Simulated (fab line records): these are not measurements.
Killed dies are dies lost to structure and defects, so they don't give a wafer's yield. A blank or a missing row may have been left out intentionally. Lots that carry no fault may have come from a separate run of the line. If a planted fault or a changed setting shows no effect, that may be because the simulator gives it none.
Chamber matching || flow n5-finfet || N5_MOL_CONTACT_COAG_ETCH_67 on rie-diel-06: 4 sister chambers
The step etches SOC in N2/H2, target depth 60 nm, overetch 21 nm, time 101.2 s. 20 wafers are shown with their chamber, then 10 later ones without.

== WAFERS PAIRED WITH THEIR CHAMBERS ==
{"wafer": "L074.2", "chamber": 2, "throttle-valve-pct (%)": 17.94, "showerhead-plenum-p-Torr (Torr)": 2.60, "oes-product-au (a.u.)": 0.75}
{"wafer": "L074.3", "chamber": 3, "throttle-valve-pct (%)": 17.74, "showerhead-plenum-p-Torr (Torr)": 2.50, "oes-product-au (a.u.)": 0.58}
{"wafer": "L074.5", "chamber": 2, "throttle-valve-pct (%)": 17.94, "showerhead-plenum-p-Torr (Torr)": 2.60, "oes-product-au (a.u.)": 0.76}
{"wafer": "L075.1", "chamber": 0, "throttle-valve-pct (%)": 18.18, "showerhead-plenum-p-Torr (Torr)": 2.41, "oes-product-au (a.u.)": 0.60}
{"wafer": "L075.5", "chamber": 2, "throttle-valve-pct (%)": 17.94, "showerhead-plenum-p-Torr (Torr)": 2.59, "oes-product-au (a.u.)": 0.74}
{"wafer": "L075.6", "chamber": 1, "throttle-valve-pct (%)": 17.52, "showerhead-plenum-p-Torr (Torr)": 2.56, "oes-product-au (a.u.)": 0.70}
{"wafer": "L077.2", "chamber": 2, "throttle-valve-pct (%)": 17.96, "showerhead-plenum-p-Torr (Torr)": 2.59, "oes-product-au (a.u.)": 0.74}
{"wafer": "L077.5", "chamber": 0, "throttle-valve-pct (%)": 18.19, "showerhead-plenum-p-Torr (Torr)": 2.41, "oes-product-au (a.u.)": 0.59}
{"wafer": "L077.6", "chamber": 1, "throttle-valve-pct (%)": 17.52, "showerhead-plenum-p-Torr (Torr)": 2.56, "oes-product-au (a.u.)": 0.69}
{"wafer": "L081.1", "chamber": 2, "throttle-valve-pct (%)": 17.98, "showerhead-plenum-p-Torr (Torr)": 2.59, "oes-product-au (a.u.)": 0.72}
{"wafer": "L081.4", "chamber": 1, "throttle-valve-pct (%)": 17.55, "showerhead-plenum-p-Torr (Torr)": 2.55, "oes-product-au (a.u.)": 0.68}
{"wafer": "L081.6", "chamber": 3, "throttle-valve-pct (%)": 17.40, "showerhead-plenum-p-Torr (Torr)": 2.50, "oes-product-au (a.u.)": 0.80}
{"wafer": "L084.1", "chamber": 3, "throttle-valve-pct (%)": 17.41, "showerhead-plenum-p-Torr (Torr)": 2.50, "oes-product-au (a.u.)": 0.76}
{"wafer": "L084.5", "chamber": 2, "throttle-valve-pct (%)": 17.99, "showerhead-plenum-p-Torr (Torr)": 2.58, "oes-product-au (a.u.)": 0.71}
{"wafer": "L084.6", "chamber": 1, "throttle-valve-pct (%)": 17.58, "showerhead-plenum-p-Torr (Torr)": 2.55, "oes-product-au (a.u.)": 0.67}
{"wafer": "L087.2", "chamber": 2, "throttle-valve-pct (%)": 17.99, "showerhead-plenum-p-Torr (Torr)": 2.58, "oes-product-au (a.u.)": 0.71}
{"wafer": "L087.3", "chamber": 3, "throttle-valve-pct (%)": 17.43, "showerhead-plenum-p-Torr (Torr)": 2.49, "oes-product-au (a.u.)": 0.77}
{"wafer": "L087.5", "chamber": 0, "throttle-valve-pct (%)": 17.71, "showerhead-plenum-p-Torr (Torr)": 2.72, "oes-product-au (a.u.)": 0.80}
{"wafer": "L090.1", "chamber": 3, "throttle-valve-pct (%)": 17.43, "showerhead-plenum-p-Torr (Torr)": 2.49, "oes-product-au (a.u.)": 0.75}
{"wafer": "L090.3", "chamber": 1, "throttle-valve-pct (%)": 17.58, "showerhead-plenum-p-Torr (Torr)": 2.55, "oes-product-au (a.u.)": 0.66}

SIGNATURES (averages over the wafers above)
{"reading": "throttle-valve-pct", "chamber 0": 18.0267, "chamber 1": 17.5500, "chamber 2": 17.9629, "chamber 3": 17.4820, "scatter within a chamber": 0.123}
{"reading": "showerhead-plenum-p-Torr", "chamber 0": 2.5133, "chamber 1": 2.5540, "chamber 2": 2.5900, "chamber 3": 2.4960, "scatter within a chamber": 0.0636}
{"reading": "oes-product-au", "chamber 0": 0.6633, "chamber 1": 0.6800, "chamber 2": 0.7329, "chamber 3": 0.7320, "scatter within a chamber": 0.0621}
Rule: distance of a wafer from a chamber = root of the sum over the readings of ((wafer's reading minus chamber's mean) / reading's scatter) squared. If the next closest chamber is less than 2 further off than the closest, the wafer can't be placed; otherwise it belongs to the closest. The scatter is the square root of a quotient: the sum, over the shown wafers, of each reading's squared deviation from its chamber's mean, divided by wafers minus chambers.

== WAFERS WITHOUT THEIR CHAMBER ==
{"wafer": "L090.4", "throttle-valve-pct (%)": 17.74, "showerhead-plenum-p-Torr (Torr)": 2.72, "oes-product-au (a.u.)": 0.79}
{"wafer": "L093.1", "throttle-valve-pct (%)": 17.73, "showerhead-plenum-p-Torr (Torr)": 2.71, "oes-product-au (a.u.)": 0.78}
{"wafer": "L093.4", "throttle-valve-pct (%)": 17.45, "showerhead-plenum-p-Torr (Torr)": 2.49, "oes-product-au (a.u.)": 0.74}
{"wafer": "L093.5", "throttle-valve-pct (%)": 17.74, "showerhead-plenum-p-Torr (Torr)": 2.71, "oes-product-au (a.u.)": 0.77}
{"wafer": "L095.2", "throttle-valve-pct (%)": 17.73, "showerhead-plenum-p-Torr (Torr)": 2.71, "oes-product-au (a.u.)": 0.76}
{"wafer": "L095.3", "throttle-valve-pct (%)": 18.03, "showerhead-plenum-p-Torr (Torr)": 2.58, "oes-product-au (a.u.)": 0.69}
{"wafer": "L095.4", "throttle-valve-pct (%)": 17.44, "showerhead-plenum-p-Torr (Torr)": 2.49, "oes-product-au (a.u.)": 0.73}
{"wafer": "L097.1", "throttle-valve-pct (%)": 18.03, "showerhead-plenum-p-Torr (Torr)": 2.57, "oes-product-au (a.u.)": 0.69}
{"wafer": "L097.5", "throttle-valve-pct (%)": 18.03, "showerhead-plenum-p-Torr (Torr)": 2.58, "oes-product-au (a.u.)": 0.69}
{"wafer": "L097.6", "throttle-valve-pct (%)": 17.61, "showerhead-plenum-p-Torr (Torr)": 2.54, "oes-product-au (a.u.)": 0.65}

== CHAMBER TAKEN BY EACH ==
{"wafer": "L090.4", "from the rows above": "can't be placed: 2 or 1 or 3 or 0", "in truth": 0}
{"wafer": "L093.1", "from the rows above": "can't be placed: 2 or 1 or 3 or 0", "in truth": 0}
{"wafer": "L093.4", "from the rows above": "can't be placed: 3 or 1", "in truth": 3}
{"wafer": "L093.5", "from the rows above": "can't be placed: 2 or 1 or 3 or 0", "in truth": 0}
{"wafer": "L095.2", "from the rows above": "can't be placed: 2 or 1 or 3 or 0", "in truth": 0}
{"wafer": "L095.3", "from the rows above": "can't be placed: 2 or 0", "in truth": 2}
{"wafer": "L095.4", "from the rows above": "can't be placed: 3 or 1", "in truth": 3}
{"wafer": "L097.1", "from the rows above": "can't be placed: 2 or 0", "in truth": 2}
{"wafer": "L097.5", "from the rows above": "can't be placed: 2 or 0", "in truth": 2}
{"wafer": "L097.6", "from the rows above": "can't be placed: 1 or 3", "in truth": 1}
Correctly placed: 0 of 10. These rows do not allow placing 10 (true chamber among the candidates in 10). Placed wrongly: 0.
